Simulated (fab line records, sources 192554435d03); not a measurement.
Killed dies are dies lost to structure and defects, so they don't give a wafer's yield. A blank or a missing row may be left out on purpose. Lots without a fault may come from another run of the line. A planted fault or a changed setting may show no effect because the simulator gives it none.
Chamber matching | flow n5_finfet | N5_MOL_CONTACT_COAG_ALD_131 on ald_sin-04: 4 sister chambers
The step deposits SiO2, target thk 5 nm, pulse time 1 s, co reactant pulse time 1 s. 8 wafers are shown with their chamber, then 10 later ones without.

WAFERS WITH THEIR CHAMBER
wafer  | chamber | heater_power_w (W) | precursor_pulse_height_rel
L083.6 | 0       | 76                 | 0.999
L084.2 | 3       | 84                 | 1.013
L084.5 | 1       | 75                 | 1.012
L085.4 | 2       | 72                 | 0.962
L085.5 | 1       | 75                 | 0.985
L085.6 | 0       | 77                 | 0.997
L090.2 | 3       | 83                 | 0.990
L090.3 | 2       | 73                 | 1.006

WAFERS WITHOUT THEIR CHAMBER
wafer  | heater_power_w (W) | precursor_pulse_height_rel
L090.5 | 73                 | 1.038
L092.2 | 72                 | 0.986
L092.4 | 76                 | 1.008
L092.6 | 84                 | 0.981
L096.2 | 71                 | 1.026
L096.3 | 85                 | 1.033
L096.5 | 74                 | 1.005
L097.2 | 83                 | 1.030
L097.4 | 76                 | 0.994
L097.5 | 72                 | 0.991

WHICH CHAMBER EACH WENT THROUGH
wafer  | from the rows above     | in truth
L090.5 | can't be placed: 2 or 1 | 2
L092.2 | 2                       | 2
L092.4 | can't be placed: 0 or 1 | 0
L092.6 | 3                       | 3
L096.2 | 2                       | 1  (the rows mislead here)
L096.3 | 3                       | 3
L096.5 | can't be placed: 1 or 2 | 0
L097.2 | 3                       | 3
L097.4 | can't be placed: 0 or 1 | 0
L097.5 | 2                       | 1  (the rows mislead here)
Placed correctly: 4 of 10. Can't be placed from these rows: 4 (the true chamber is among the candidates in 3). Placed wrongly: 2.
How it was worked out, from the rows above alone: a wafer's distance from a chamber is the root of the sum, over the readings, of the square of ((its reading less the chamber's mean) divided by the reading's scatter). The wafer belongs to the nearest chamber; if the next one is less than 2 further off, it can't be placed. A chamber's mean is the mean of its shown wafers. The scatter: the root of (the sum of the squares of (reading less its chamber's mean) over the shown wafers, divided by (wafers less chambers)).
